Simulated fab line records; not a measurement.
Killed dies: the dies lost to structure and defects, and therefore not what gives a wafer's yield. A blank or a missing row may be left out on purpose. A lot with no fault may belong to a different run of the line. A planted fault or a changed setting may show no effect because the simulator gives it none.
fab line records    flow n5_finfet
record lots=9  wafers=27  last_day=22
route steps=1938 shown BEOL_M14@1751
lots that met no fault: from a run of the same line without faults
start_h: the number of hours between the record's first day and the start of the first shown wafer of the lot    wait_h: hours elapsed since this lot's preceding step    " the same as in the row above    L1.1+2: a row that stands for several wafers    - no value, or no start was given    * or withheld: withheld    < > ~ a bound
route shown NAME@n: names a module that has steps shown in the file, with the first one's number in the route    usual: mean and standard deviation over wafers with no fault    same: alike in all rows    chamber/n: place in a boat    sites: readings site by site    _std_site: their standard deviation    _edge_site: outer sites' mean less inner sites'    radius_mm: how far each site lies from the wafer's centre    mask NAME#n: copy n    behind: the most recent tool/chamber to have shaped the wafer    hold: the reason the lot was held/the length of the hold in hours/how it ended    device: names the non-switching transistor (n, p or np)    end of line: the route-end tests of the same wafers    where a step has no rows: the recipe by itself    killed: at the first sort, the dies lost to defects and structure; wafer yield is something else    map: per-die view of a wafer (x killed, . not killed, _ where there is no die)
set.NAME: the run value of the setting; set.NAME@STEP: its run value at that earlier step    model.NAME: the simulator's own value behind a step, which no gauge read
the route's steps for a sample of lots (tables are steps, rows are wafers)
services: from which hour (start_h, from the record's first day; less than 0 if before it) a tool's chamber was out of use, for how many hours, and why
## steps
# step N5_BEOL_M14_ETCH_68
# recipe chemistry=N2/H2  target=SOC  mask_material=SiARC  source_w=3000  bias_w=350  temp_c=40  time_s=450  ion_energy_ev=200  pressure_mtorr=30  n2_flow_sccm=200  h2_flow_sccm=200
# usual bias_w=350.2/1  drypump_motor_current_A=5.6/0.37  oes_product_au=0.83/0.084  rf_vpp_V=524.6/2.8  showerhead_plenum_p_Torr=2.57/0.098  throttle_valve_pct=17.79/0.23
lot.wafer  tool         chamber  start_h  wait_h  bias_w  drypump_motor_current_A  oes_product_au  rf_hours_counter_h  rf_vpp_V  showerhead_plenum_p_Torr  throttle_valve_pct
L854.1     rie_diel-04  2        269.14   0.1     348.8   5.2                      0.67            243                 523.5     2.49                      17.84
L854.3     "            1        "        "       351.1   5.5                      0.85            73                  521.8     2.47                      17.96
L854.5     "            0        "        "       349.1   6.1                      0.90            -                   528.0     2.71                      17.66
L856.4     rie_diel-02  1        309.67   0.1     350.1   5.7                      0.71            209                 525.6     2.62                      17.84
L856.5     "            0        "        "       350.9   5.6                      0.68            -                   519.2     2.41                      17.76
L856.6     "            1        "        "       350.2   5.8                      0.71            -                   525.4     2.62                      17.84
L858.4     rie_diel-04  0        317.71   0.1     350.0   6.1                      0.88            48                  529.1     2.70                      17.69
L858.5     "            1        "        "       347.2   5.6                      0.82            -                   523.0     2.46                      17.98
L858.6     "            2        "        "       348.3   5.2                      0.98            -                   522.7     2.49                      17.36
L859.1     rie_diel-05  0        320.61   0.1     348.0   6.3                      0.85            58                  525.1     2.59                      17.88
L859.3     "            2        "        "       349.2   5.8                      0.94            9                   525.5     2.60                      17.69
L859.4     "            3        "        "       350.9   6.6                      0.68            233                 525.9     2.61                      17.95
L877.3     rie_diel-02  0        455.97   0.1     350.4   5.6                      0.91            23                  528.5     2.71                      17.40
L877.4     "            3        "        "       349.7   5.7                      0.70            239                 520.2     2.40                      18.11
L877.5     "            2        "        "       349.5   5.7                      0.72            -                   526.8     2.64                      18.10
L874.1     rie_diel-04  0        477.25   0.1     349.5   6.1                      0.83            94                  528.4     2.68                      17.78
L874.5     "            1        "        "       348.7   5.6                      0.79            -                   520.9     2.44                      18.04
L874.6     "            2        "        "       348.9   5.2                      0.86            -                   521.7     2.47                      17.48
L876.3     rie_diel-05  1        485.22   0.1     351.5   5.4                      0.81            93                  527.3     2.69                      17.80
L876.4     "            1        "        "       350.2   5.4                      0.80            -                   527.5     2.69                      17.80
L876.6     "            2        "        "       350.7   5.8                      0.84            -                   523.8     2.58                      17.78
L862.1     rie_diel-04  2        490.53   0.1     347.9   5.2                      0.85            60                  521.2     2.47                      17.48
L862.3     "            0        "        "       348.6   6.1                      0.82            99                  527.4     2.68                      17.78
L862.6     "            2        "        "       350.2   5.2                      0.84            -                   521.3     2.46                      17.48
L873.1     rie_diel-04  1        492.21   0.1     350.5   5.6                      0.77            147                 522.3     2.44                      18.08
L873.4     "            3        "        "       349.9   5.1                      0.85            85                  525.3     2.56                      17.81
L873.5     "            1        "        "       350.2   5.6                      0.77            -                   520.6     2.44                      18.07
# step N5_BEOL_M14_ETCH_38
# recipe chemistry=CF4/N2  target=SiCN  target_depth_a=1065  taper_deg=2  time_s=120.6  ion_energy_ev=150  mask_material=SiO2  pressure_mtorr=40  source_w=430  bias_w=70  Ar_flow_sccm=100  cf4_flow_sccm=60  n2_flow_sccm=60
# usual bias_w=70.00/0.21  drypump_motor_current_A=5.7/0.36  oes_product_au=0.80/0.085  rf_vpp_V=382.9/1.9  showerhead_plenum_p_Torr=2.23/0.077  throttle_valve_pct=15.45/0.19
lot.wafer  tool         chamber  start_h  wait_h  bias_w  drypump_motor_current_A  oes_product_au  rf_hours_counter_h  rf_vpp_V  showerhead_plenum_p_Torr  throttle_valve_pct
L854.1     rie_diel-02  2        -        -       70.03   5.6                      0.78            128                 385.0     2.30                      15.55
L854.3     "            1        "        "       69.63   5.8                      0.72            197                 383.9     2.28                      15.51
L854.5     "            3        "        "       70.10   5.6                      0.74            -                   379.3     2.11                      15.67
L856.4     rie_diel-02  0        -        -       70.42   5.6                      0.69            234                 379.6     2.09                      15.52
L856.5     "            3        "        "       70.05   5.6                      0.73            -                   379.8     2.11                      15.70
L856.6     "            0        "        "       69.91   5.6                      0.68            -                   379.4     2.09                      15.51
L858.4     rie_diel-02  0        -        -       69.97   5.6                      0.68            236                 379.1     2.09                      15.52
L858.5     "            1        "        "       69.93   5.8                      0.72            -                   383.9     2.27                      15.54
L858.6     "            2        "        "       70.01   5.7                      0.76            -                   385.4     2.30                      15.59
L859.1     rie_diel-02  2        -        -       70.07   5.6                      0.77            144                 384.1     2.30                      15.59
L859.3     "            3        "        "       70.07   5.6                      0.72            193                 381.0     2.10                      15.70
L859.4     "            1        "        "       69.91   5.7                      0.71            212                 383.1     2.27                      15.54
L877.3     rie_diel-05  3        -        -       70.25   6.6                      0.93            11                  384.6     2.25                      15.22
L877.4     "            2        "        "       70.10   5.7                      0.86            50                  382.7     2.24                      15.48
L877.5     "            1        "        "       70.06   5.4                      0.81            -                   383.7     2.32                      15.30
L874.1     rie_diel-02  2        -        -       70.03   5.7                      0.71            205                 383.6     2.27                      15.70
L874.5     "            0        "        "       70.05   5.6                      0.89            -                   384.5     2.34                      15.10
L874.6     "            1        "        "       69.95   5.7                      0.94            -                   383.5     2.25                      15.15
L876.3     rie_diel-02  2        -        -       70.06   5.6                      0.71            206                 382.7     2.27                      15.69
L876.4     "            2        "        "       70.02   5.6                      0.71            -                   384.4     2.27                      15.71
L876.6     "            1        "        "       69.54   5.7                      0.94            -                   382.7     2.25                      15.16
L862.1     rie_diel-05  1        -        -       69.85   5.4                      0.80            96                  385.5     2.32                      15.32
L862.3     "            0        "        "       70.46   6.3                      0.79            104                 382.7     2.22                      15.46
L862.6     "            0        "        "       70.23   6.3                      0.79            -                   381.9     2.22                      15.48
L873.1     rie_diel-02  2        -        -       69.77   5.7                      0.72            208                 384.8     2.27                      15.70
L873.4     "            0        "        "       70.16   5.6                      0.90            -                   385.6     2.34                      15.10
L873.5     "            2        "        "       70.00   5.7                      0.70            -                   382.9     2.27                      15.70
# step N5_BEOL_M14_DEGAS_41
# recipe ambient=vacuum  temp_c=300  time_s=60
# usual heater_power_w=453/42  susceptor_temp_C=300.03/0.2
lot.wafer  tool            chamber  start_h  wait_h  heater_power_w  susceptor_temp_C
L854.1     pvd_sputter-02  -        271.82   0.1     499             299.85
L854.3     "               -        "        "       417             300.02
L854.5     "               -        "        "       403             299.90
L856.4     pvd_sputter-01  -        311.21   0.0     467             300.11
L856.5     "               -        "        "       462             300.33
L856.6     "               -        "        "       403             300.08
L858.4     pvd_sputter-01  -        318.63   0.1     467             300.02
L858.5     "               -        "        "       398             300.24
L858.6     "               -        "        "       455             299.87
L859.1     pvd_sputter-02  -        323.86   0.3     485             300.04
L859.3     "               -        "        "       413             299.83
L859.4     "               -        "        "       488             300.02
L877.3     pvd_sputter-02  -        461.42   0.2     481             300.00
L877.4     "               -        "        "       412             300.11
L877.5     "               -        "        "       413             300.26
L874.1     pvd_sputter-01  -        486.55   0.3     404             299.70
L874.5     "               -        "        "       455             300.14
L874.6     "               -        "        "       406             299.84
L876.3     pvd_sputter-02  -        489.97   0.4     410             299.95
L876.4     "               -        "        "       445             300.01
L876.6     "               -        "        "       455             299.95
L862.1     pvd_sputter-02  -        492.81   0.3     527             299.64
L862.3     "               -        "        "       444             300.11
L862.6     "               -        "        "       434             300.32
L873.1     pvd_sputter-01  -        493.17   0.2     416             300.35
L873.4     "               -        "        "       456             299.89
L873.5     "               -        "        "       441             300.12
# step N5_BEOL_M14_SPUTTER_44
# recipe material=Ta  target_thk_a=150  temp_c=50  bias_v=80  power_w=15000  chamber_pressure_pa=0.07  time_s=24.19
# usual cathode_dc_power_W=15000/2.6  susceptor_temp_C=50.00/0.12  throttle_valve_pct=29.5/0.96
lot.wafer  tool            chamber  start_h  wait_h  cathode_dc_power_W  susceptor_temp_C  throttle_valve_pct
L854.1     pvd_sputter-02  -        271.98   0.0     14997               50.07             29.9
L854.3     "               -        "        "       14996               50.25             28.7
L854.5     "               -        "        "       15003               50.13             28.8
L856.4     pvd_sputter-01  -        311.37   0.0     14997               50.01             29.5
L856.5     "               -        "        "       15000               50.15             28.2
L856.6     "               -        "        "       14999               50.21             29.8
L858.4     pvd_sputter-01  -        318.79   0.0     14996               49.81             29.5
L858.5     "               -        "        "       15003               49.78             30.1
L858.6     "               -        "        "       15001               49.89             29.5
L859.1     pvd_sputter-02  -        324.02   0.0     14999               49.92             29.8
L859.3     "               -        "        "       15000               49.94             28.8
L859.4     "               -        "        "       15001               49.87             30.2
L877.3     pvd_sputter-02  -        461.58   0.0     14999               50.22             29.9
L877.4     "               -        "        "       14999               50.14             28.6
L877.5     "               -        "        "       15001               50.16             28.7
L874.1     pvd_sputter-01  -        486.71   0.0     19994               50.10             31.2
L874.5     "               -        "        "       19993               50.10             28.2
L874.6     "               -        "        "       19997               49.98             29.9
L876.3     pvd_sputter-02  -        490.13   0.0     14997               49.93             28.8
L876.4     "               -        "        "       15001               50.26             28.7
L876.6     "               -        "        "       14996               50.14             28.5
L862.1     pvd_sputter-02  -        492.97   0.0     14997               50.03             30.9
L862.3     "               -        "        "       15006               50.02             28.3
L862.6     "               -        "        "       15001               50.00             28.8
L873.1     pvd_sputter-01  -        493.33   0.0     20000               49.79             29.7
L873.4     "               -        "        "       19999               49.99             28.3
L873.5     "               -        "        "       19997               50.29             28.6
# step N5_BEOL_M14_CMP_49
# recipe stop_on=SiO2  t_overpolish_s=5.2  down_force_psi=2  platen_rpm=80  clearing_platen_down_force_psi=2  clearing_platen_rpm=80  post_cmp_clean=cu_alkaline  target_thk_nm=560  clearing_platen_pad_velocity_m_s=1.5917  pad_velocity_m_s=1.5917
# usual barrier_field_endpoint_s=11.41/0.21  clearing_platen_rpm=80.00/0.042  motor_current_A=8.2/0.84  platen_rpm=80.01/0.059  retaining_ring_pressure_frac=0.999/0.0046
lot.wafer  tool    chamber  start_h  wait_h  barrier_field_endpoint_s  clearing_platen_rpm  motor_current_A  platen_rpm  retaining_ring_pressure_frac
L854.1     cmp-04  0        272.70   0.3     11.74                     80.01                7.8              80.09       1.010
L854.3     "       3        "        "       11.69                     80.03                8.7              80.05       0.996
L854.5     "       0        "        "       11.75                     80.02                7.6              80.07       1.008
L856.4     cmp-01  3        312.09   0.2     11.83                     79.98                9.3              80.05       1.004
L856.5     "       2        "        "       11.55                     80.01                9.4              79.96       0.998
L856.6     "       3        "        "       11.73                     79.97                9.5              79.99       1.001
L858.4     cmp-01  0        319.59   0.2     11.46                     80.05                8.2              80.01       1.004
L858.6     "       1        "        "       11.24                     79.97                6.4              80.11       0.994
L858.5     "       2        "        "       11.33                     79.93                9.0              79.99       1.002
L859.3     cmp-04  2        324.70   0.2     11.49                     80.03                8.2              79.94       0.998
L859.1     "       3        "        "       11.02                     80.02                8.5              79.96       0.998
L859.4     "       1        "        "       11.24                     80.03                8.8              79.98       1.002
L877.3     cmp-03  1        462.26   0.2     11.99                     80.05                8.4              80.05       0.999
L877.4     "       2        "        "       11.66                     79.94                7.4              80.07       1.001
L877.5     "       2        "        "       11.50                     79.97                7.5              79.99       0.999
L874.1     cmp-04  2        487.75   0.4     13.16                     79.96                8.0              80.06       0.995
L874.5     "       3        "        "       13.08                     79.97                9.1              79.97       0.995
L874.6     "       0        "        "       13.09                     80.00                7.9              79.95       0.998
L876.3     cmp-03  1        490.81   0.2     11.67                     79.95                7.8              80.15       0.994
L876.4     "       0        "        "       11.60                     80.00                7.9              80.03       0.996
L876.6     "       2        "        "       11.70                     80.01                7.0              80.03       0.999
L862.1     cmp-01  3        493.65   0.3     11.63                     79.90                8.9              79.96       1.003
L862.3     "       2        "        "       11.55                     80.09                9.3              80.00       1.003
L862.6     "       0        "        "       11.40                     79.98                8.0              79.95       0.996
L873.4     cmp-03  2        494.64   0.2     13.21                     79.99                7.5              79.97       1.006
L873.1     "       3        "        "       13.12                     79.97                8.5              79.98       0.998
L873.5     "       0        "        "       13.19                     79.92                8.0              80.03       0.997
## services
tool            chamber  start_h  hours  kind
rie_diel-02     0        251.28   2.0    repair
cmp-03          -        255.03   0.4    repair
cmp-04          -        264.82   0.8    repair
cmp-03          -        270.86   1.0    repair
cmp-01          -        278.77   2.6    repair
cmp-04          -        288.21   0.8    repair
cmp-01          -        298.90   1.8    repair
cmp-03          -        303.08   2.8    repair
cmp-04          -        303.73   2.6    repair
cmp-03          -        313.46   4.0    pm
rie_diel-05     1        333.99   5.9    repair
rie_diel-02     3        335.79   4.6    repair
cmp-03          -        336.82   3.6    repair
cmp-03          -        357.64   2.2    pm
rie_diel-04     3        382.33   7.4    repair
rie_diel-04     0        393.93   4.7    repair
cmp-01          -        397.99   2.2    repair
rie_diel-04     0        401.55   15.5   repair
cmp-01          -        409.36   4.0    pm
cmp-04          -        410.30   0.6    repair
rie_diel-02     0        421.32   2.2    repair
pvd_sputter-01  -        437.04   27.5   repair
rie_diel-02     0        466.35   8.4    repair
rie_diel-05     3        471.18   44.2   repair
## key
first_sign step=N5_BEOL_M14_SPUTTER_44  reading=cathode_dc_power_W  direction=up  sigmas=99+  usual=*  struck=*
effect step=N5_BEOL_M14_CMP_49  reading=barrier_field_endpoint_s  direction=up  sigmas=8.4  usual=11.41  struck=13.14
met_at N5_BEOL_M14_SPUTTER_44
struck_lots L873,L874
not_acting_at N5_BEOL_M14_ETCH_68,N5_BEOL_M14_ETCH_38,N5_BEOL_M14_DEGAS_41
onset_between 318.79 486.71
fault kind=process_parameter_drift  tool=pvd_sputter-01  chamber=-  onset_h=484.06  steps=N5_BEOL_M14_SPUTTER_44  channel=power_w  offset=*  shape=step  end_h=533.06  acts_in=*  stated=*
